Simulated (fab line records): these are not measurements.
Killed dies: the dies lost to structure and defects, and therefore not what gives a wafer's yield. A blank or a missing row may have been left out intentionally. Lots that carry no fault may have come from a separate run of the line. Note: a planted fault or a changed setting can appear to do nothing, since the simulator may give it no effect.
Comparing a struck lot with a sound one -- flow n5Finfet -- 34 steps out of a route of 1938
Sound: these wafers, L951.2, L951.5, L951.6. Struck: wafer L950.6 (left out: L950.4, L950.5 of the same lot, which were not struck); the cause appears at the end.
At each step with rows: each side's tool, then ch and its chambers, then its first start. Under that, the readings that differ: sound wafers -- struck wafers -- difference of the means -- sigmas: that difference in standard deviations of wafers without a fault.
alike: same words and numbers on both sides, and readings whose means sit less than 2 such deviations apart. not compared: any withheld reading, any reading some wafer has no value for, any bound like >300 that may hide the same value, and any number with overlapping values for which the record gives no deviation.
A row with sigmas, a row that says differs or no value, or rows on one side alone: a step with any of these is where the two part. Numbers that don't overlap but have no deviation are shown without sigmas and don't part them. A reading that every wafer of one side lacks parts them only if that side has two wafers or more.

first, 10 steps without rows for these wafers: N5_BEOL_M9_TRENCH_ETCH_37 (etches SiCOH lowk in C4F6/O2, target depth 151.43 nm, time 49 s); N5_BEOL_M9_ETCH_41 (etches SiCN in CH3F/O2, target depth 36.6 nm, time 70.1 s); N5_BEOL_M9_STRIP_80 (strips in N2/H2, time 10 s); N5_BEOL_M9_HM_STRIP_39 (strips TiN in peroxide tin strip, target depth 25 nm, time 158 s); N5_BEOL_M9_SRD_40 (time 30 s); N5_BEOL_M9_PRECLEAN_42 (cleans in residue remover, time 60 s); N5_BEOL_M9_SRD_43 (time 30 s); N5_BEOL_M9_CURE_72 (cures SiCOH lowk, time 120 s); N5_BEOL_M9_DEGAS_44 (time 60 s); N5_BEOL_M9_PRE_CLEAN_45 (time 30 s).
N5_BEOL_M9_ALD_74: deposits TaN, target thk 2 nm, pulse time 2 s, purge time 3 s.
  sound on aldMetal-02 ch 1,2,3, day 16 04:00; struck on aldMetal-04 ch 3, day 15 12:17
  alike: heaterPowerW, susceptorTempC
then, 22 steps without rows for these wafers: N5_BEOL_M9_SURFACE_TREAT_79; N5_BEOL_M9_CVD_78 (deposits Co from CCTBA/H2, target thk 2 nm, time 138.9 s); N5_BEOL_M9_SPUTTER_48 (material Cu, target thk 12 nm, time 2 s); N5_BEOL_M9_ECD_50 (material Cu, target thk 318 nm); N5_BEOL_M9_ANNEAL_51 (time 90 s); N5_BEOL_M9_CMP_52 (polishes, stops on SiCOH lowk, t overpolish 7 s, target thk 140 nm); N5_BEOL_M9_PRE_CLEAN_55 (time 15 s); N5_BEOL_M9_DEP_56 (deposits SiCN from 3MS/NH3, target thk 15 nm, time 26.5 s); N5_BEOL_M10_ILD_DEP_00 (deposits SiCOH lowk from DEMS/porogen, target thk 308.51 nm, time 58 s); N5_BEOL_M10_CURE_71 (cures SiCOH lowk, time 240 s); N5_BEOL_M10_PECVD_70 (deposits SiO2 from TEOS/O2, target thk 20 nm, time 22.7 s); N5_BEOL_M10_HM_DEP_02 (deposits TiN, target thk 20 nm); N5_BEOL_M10_COAT_59 (time 60 s, resist thk 100 nm); N5_BEOL_M10_COAT_60 (time 60 s, resist thk 30 nm); N5_BEOL_M10_COAT_05 (resist thk 90 nm); N5_BEOL_M10_EBR_07; N5_BEOL_M10_SOFTBAKE_06 (time 60 s); N5_BEOL_M10_EXPOSE_08 (exposes mask M10); N5_BEOL_M10_PEB_09 (peb time 60 s); N5_BEOL_M10_DEVELOP_10 (develop time 30 s); N5_BEOL_M10_DESCUM_16 (chemistry O2, time 7.9 s); N5_BEOL_M10_ETCH_61 (etches SiARC in CF4, target depth 39 nm, time 65 s).
-- a jump in the record: the struck wafers' starts before and after are 3 days apart (it breaks off in module BEOL_M10 and resumes in module PASSIVATION, where the first step shown is number 1936 of the route) --
N5_PASSIVATION_PROBE_49:
  sound: prober-02 at day 18 11:08; struck: prober-01 at day 18 00:38
reading,sound,struck,difference,sigmas
defectLimitedYield (%),89.9 90.6 89.7,80.4,-9.7,-7
killed_at_M0_to_M3,55 37 36,21,-22,-2
killed_at_M4_up,6 18 11,130,+118,+21
killedDies,119 111 122,231,+114,+7
sort_bin_5_function (%),5.7 5.9 6.1,12.7,+6.8,+7
sortNPass,1061 1069 1058,949,-114,-7
sortYieldPct (%),89.9 90.6 89.7,80.4,-9.7,-7
  alike: killedAtContacts, killedAtFrontEnd, killedAtOther, killedOpen, killedShort, sort_bin_6_memory

WHERE THEY PART
Within this record, at N5_PASSIVATION_PROBE_49 only.

WHY: what the simulator had put in
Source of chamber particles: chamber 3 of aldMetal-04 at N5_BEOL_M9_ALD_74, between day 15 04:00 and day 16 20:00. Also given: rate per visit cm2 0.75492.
